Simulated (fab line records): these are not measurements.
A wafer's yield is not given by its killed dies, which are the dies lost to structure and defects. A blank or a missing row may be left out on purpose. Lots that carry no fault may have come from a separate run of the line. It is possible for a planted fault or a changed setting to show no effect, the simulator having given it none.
Split-lot study || flow n5 finfet || 39 wafers read from 7 lots, route of 1938 steps

== THE SPLIT ==
At N5_FIN_SAQP_SPACER1_ALD_24 (deposits SiO2, target thk 20.3 nm, pulse time 1 s, purge time 2 s), the setting ald cycles was moved away from the recipe's 218 on 18 of the 39 wafers read, by -11.5% to +17.4%. The other wafers ran this setting at the recipe's value.

== FROM THE SPLIT TO THE READING: what the file shows between them, 2 steps ==
- N5_FIN_SAQP_SPACER1_ETCHBACK_25: etches SiO2 in CHF3/O2, target depth 24.4 nm, time 12.2 s
- N5_FIN_SAQP_MANDREL1_REMOVE_56: chemistry HBr/Cl2/O2, target a-Si, stops on SiNx, bt time 10 s

== THE READING ==
At N5_FIN_SAQP_CD_MEAS_27: cd nm in nanometres, against a target cd of 20 nm. Fault-free wafers of this fab line usually give 20.31 nm, standard deviation 0.23 nm.

{"wafer": "L078.1", "tool, chamber at the split": "ald sin-04, 1", "ald cycles as run": 218, "against the recipe": "recipe", "cd nm, nm": 19.76, "against lot-mates on the recipe": "-"}
{"wafer": "L078.2", "tool, chamber at the split": "ald sin-04, 0", "ald cycles as run": 218, "against the recipe": "recipe", "cd nm, nm": 20.47, "against lot-mates on the recipe": "-"}
{"wafer": "L078.5", "tool, chamber at the split": "ald sin-04, 1", "ald cycles as run": 218, "against the recipe": "recipe", "cd nm, nm": 20.59, "against lot-mates on the recipe": "-"}
{"wafer": "L082.1", "tool, chamber at the split": "ald sin-04, 1,3,3", "ald cycles as run": 218, "against the recipe": "recipe", "cd nm, nm": 20.44, "against lot-mates on the recipe": "-"}
{"wafer": "L082.2", "tool, chamber at the split": "ald sin-04, 2,0,0", "ald cycles as run": 199, "against the recipe": "-8.7%", "cd nm, nm": 18.56, "against lot-mates on the recipe": -1.76}
{"wafer": "L082.3", "tool, chamber at the split": "ald sin-04, 2,0,0", "ald cycles as run": 199, "against the recipe": "-8.7%", "cd nm, nm": 18.31, "against lot-mates on the recipe": -2.01}
{"wafer": "L082.4", "tool, chamber at the split": "ald sin-04, 1,3,3", "ald cycles as run": 218, "against the recipe": "recipe", "cd nm, nm": 20.15, "against lot-mates on the recipe": "-"}
{"wafer": "L082.5", "tool, chamber at the split": "ald sin-04, 2,0,0", "ald cycles as run": 199, "against the recipe": "-8.7%", "cd nm, nm": 19.20, "against lot-mates on the recipe": -1.12}
{"wafer": "L082.6", "tool, chamber at the split": "ald sin-04, 1,3,3", "ald cycles as run": 218, "against the recipe": "recipe", "cd nm, nm": 20.36, "against lot-mates on the recipe": "-"}
{"wafer": "L083.1", "tool, chamber at the split": "ald sin-03, 1", "ald cycles as run": 256, "against the recipe": "+17.4%", "cd nm, nm": 23.92, "against lot-mates on the recipe": "+3.62"}
{"wafer": "L083.2", "tool, chamber at the split": "ald sin-03, 2", "ald cycles as run": 218, "against the recipe": "recipe", "cd nm, nm": 20.43, "against lot-mates on the recipe": "-"}
{"wafer": "L083.3", "tool, chamber at the split": "ald sin-03, 3,0", "ald cycles as run": 218, "against the recipe": "recipe", "cd nm, nm": 20.48, "against lot-mates on the recipe": "-"}
{"wafer": "L083.4", "tool, chamber at the split": "ald sin-03, 3,0", "ald cycles as run": 218, "against the recipe": "recipe", "cd nm, nm": 20.00, "against lot-mates on the recipe": "-"}
{"wafer": "L083.5", "tool, chamber at the split": "ald sin-03, 2,1", "ald cycles as run": 256, "against the recipe": "+17.4%", "cd nm, nm": 23.99, "against lot-mates on the recipe": "+3.69"}
{"wafer": "L083.6", "tool, chamber at the split": "ald sin-03, 2,1", "ald cycles as run": 256, "against the recipe": "+17.4%", "cd nm, nm": 23.97, "against lot-mates on the recipe": "+3.67"}
{"wafer": "L089.1", "tool, chamber at the split": "ald sin-03, 3,1,3", "ald cycles as run": 193, "against the recipe": "-11.5%", "cd nm, nm": 17.85, "against lot-mates on the recipe": -2.42}
{"wafer": "L089.2", "tool, chamber at the split": "ald sin-03, 0,2,0", "ald cycles as run": 218, "against the recipe": "recipe", "cd nm, nm": 19.99, "against lot-mates on the recipe": "-"}
{"wafer": "L089.3", "tool, chamber at the split": "ald sin-03, 3,1,3", "ald cycles as run": 193, "against the recipe": "-11.5%", "cd nm, nm": 17.63, "against lot-mates on the recipe": -2.64}
{"wafer": "L089.4", "tool, chamber at the split": "ald sin-03, 0,2,0", "ald cycles as run": 218, "against the recipe": "recipe", "cd nm, nm": 20.28, "against lot-mates on the recipe": "-"}
{"wafer": "L089.5", "tool, chamber at the split": "ald sin-03, 0,2,0", "ald cycles as run": 218, "against the recipe": "recipe", "cd nm, nm": 20.53, "against lot-mates on the recipe": "-"}
{"wafer": "L089.6", "tool, chamber at the split": "ald sin-03, 3,1,3", "ald cycles as run": 193, "against the recipe": "-11.5%", "cd nm, nm": 17.95, "against lot-mates on the recipe": -2.32}
{"wafer": "L092.1", "tool, chamber at the split": "ald sin-03, 2", "ald cycles as run": 218, "against the recipe": "recipe", "cd nm, nm": 20.36, "against lot-mates on the recipe": "-"}
{"wafer": "L092.2", "tool, chamber at the split": "ald sin-03, 3,2", "ald cycles as run": 243, "against the recipe": "+11.5%", "cd nm, nm": 22.64, "against lot-mates on the recipe": "+2.25"}
{"wafer": "L092.3", "tool, chamber at the split": "ald sin-03, 0", "ald cycles as run": 243, "against the recipe": "+11.5%", "cd nm, nm": 22.66, "against lot-mates on the recipe": "+2.27"}
{"wafer": "L092.4", "tool, chamber at the split": "ald sin-03, 1,3", "ald cycles as run": 218, "against the recipe": "recipe", "cd nm, nm": 20.17, "against lot-mates on the recipe": "-"}
{"wafer": "L092.5", "tool, chamber at the split": "ald sin-03, 1,3", "ald cycles as run": 218, "against the recipe": "recipe", "cd nm, nm": 20.63, "against lot-mates on the recipe": "-"}
{"wafer": "L092.6", "tool, chamber at the split": "ald sin-03, 3,2", "ald cycles as run": 243, "against the recipe": "+11.5%", "cd nm, nm": 22.60, "against lot-mates on the recipe": "+2.21"}
{"wafer": "L094.1", "tool, chamber at the split": "ald sin-02, 3,2,1", "ald cycles as run": 198, "against the recipe": "-9.2%", "cd nm, nm": 18.60, "against lot-mates on the recipe": -1.89}
{"wafer": "L094.2", "tool, chamber at the split": "ald sin-02, 0,2", "ald cycles as run": 218, "against the recipe": "recipe", "cd nm, nm": 20.45, "against lot-mates on the recipe": "-"}
{"wafer": "L094.3", "tool, chamber at the split": "ald sin-02, 1", "ald cycles as run": 218, "against the recipe": "recipe", "cd nm, nm": 20.59, "against lot-mates on the recipe": "-"}
{"wafer": "L094.4", "tool, chamber at the split": "ald sin-02, 0,2", "ald cycles as run": 218, "against the recipe": "recipe", "cd nm, nm": 20.42, "against lot-mates on the recipe": "-"}
{"wafer": "L094.5", "tool, chamber at the split": "ald sin-02, 3,2,1", "ald cycles as run": 198, "against the recipe": "-9.2%", "cd nm, nm": 18.59, "against lot-mates on the recipe": -1.90}
{"wafer": "L094.6", "tool, chamber at the split": "ald sin-02, 3,2,1", "ald cycles as run": 198, "against the recipe": "-9.2%", "cd nm, nm": 18.10, "against lot-mates on the recipe": -2.39}
{"wafer": "L095.1", "tool, chamber at the split": "ald sin-02, 3,2,3", "ald cycles as run": 236, "against the recipe": "+8.3%", "cd nm, nm": 22.12, "against lot-mates on the recipe": "+1.84"}
{"wafer": "L095.2", "tool, chamber at the split": "ald sin-02, 0,1", "ald cycles as run": 218, "against the recipe": "recipe", "cd nm, nm": 20.21, "against lot-mates on the recipe": "-"}
{"wafer": "L095.3", "tool, chamber at the split": "ald sin-02, 0,1", "ald cycles as run": 218, "against the recipe": "recipe", "cd nm, nm": 20.17, "against lot-mates on the recipe": "-"}
{"wafer": "L095.4", "tool, chamber at the split": "ald sin-02, 3,2,3", "ald cycles as run": 236, "against the recipe": "+8.3%", "cd nm, nm": 22.19, "against lot-mates on the recipe": "+1.91"}
{"wafer": "L095.5", "tool, chamber at the split": "ald sin-02, 2", "ald cycles as run": 218, "against the recipe": "recipe", "cd nm, nm": 20.45, "against lot-mates on the recipe": "-"}
{"wafer": "L095.6", "tool, chamber at the split": "ald sin-02, 3,2,3", "ald cycles as run": 236, "against the recipe": "+8.3%", "cd nm, nm": 22.39, "against lot-mates on the recipe": "+2.11"}
The file does not say which wafer passed through which chamber wherever a row lists several chambers: such a row stands for several wafers.

THE FIT
A straight line over all 39 wafers: cd nm changes by +0.209 nm for each +1% of ald cycles; r = +0.99; the points scatter about the line by 0.23 nm.
The same after taking each lot's own level away (the mean of its wafers on the recipe; 39 wafers): +0.21 nm for each +1%; r = +0.99; scatter 0.23 nm.
On that fit, the largest move of ald cycles shifts the reading by 3.7 nm.
Across the lots, their own levels run from 20.267 to 20.487 nm, a range of 1.0 times the standard deviation given above.
Consequently the slope shifts little with the lot-to-lot level, the two slopes agreeing.
Check: with one of the wafers moved furthest among these (+17.4%) left out of the fit, the line predicts +3.67 nm for it against its lot-mates. Against them it came out at +3.62 nm.

== OTHER SPLITS APPLIED TO THESE WAFERS ==
Before the reading, these wafers also passed through other splits. Each is held against what the fit with the lots' levels taken away leaves over:
{"other split on the same wafers": "N5_WELL_APT_EPI_41 time s", "wafers away from the commonest value": 12, "r with cd nm (lot level and that fit taken away)": "+0.16"}

== THE WHOLE CHAIN: every reading that the file lists as answering this split, in the file's order ==
{"step": "N5_FIN_SAQP_SPACER1_ALD_24", "what it does": "deposits SiO2, target thk 20.3 nm, pulse time 1 s, purge time 2 s", "reading": "SiO2_of_FIN_SAQP_SPACER1_ALD_24.thk nm (the simulator's own value, which no gauge read)", "change (the file's fit)": "+0.206 nm for each +1% of the setting", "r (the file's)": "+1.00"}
{"step": "N5_FIN_SAQP_MANDREL1_REMOVE_56", "what it does": "chemistry HBr/Cl2/O2, target a-Si, stops on SiNx, bt time 10 s", "reading": "FIN_SAQP.cd nm (the simulator's own value, which no gauge read)", "change (the file's fit)": "+0.205 nm for each +1% of the setting", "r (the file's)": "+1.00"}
{"step": "N5_FIN_SAQP_CD_MEAS_27", "what it does": "target cd 20 nm", "reading": "cd nm", "change (the file's fit)": "+0.21 nm for each +1% of the setting", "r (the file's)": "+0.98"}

== THE FILE'S OWN FIT ==
cd nm changes by +0.21 nm for each +1% of ald cycles, r = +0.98.
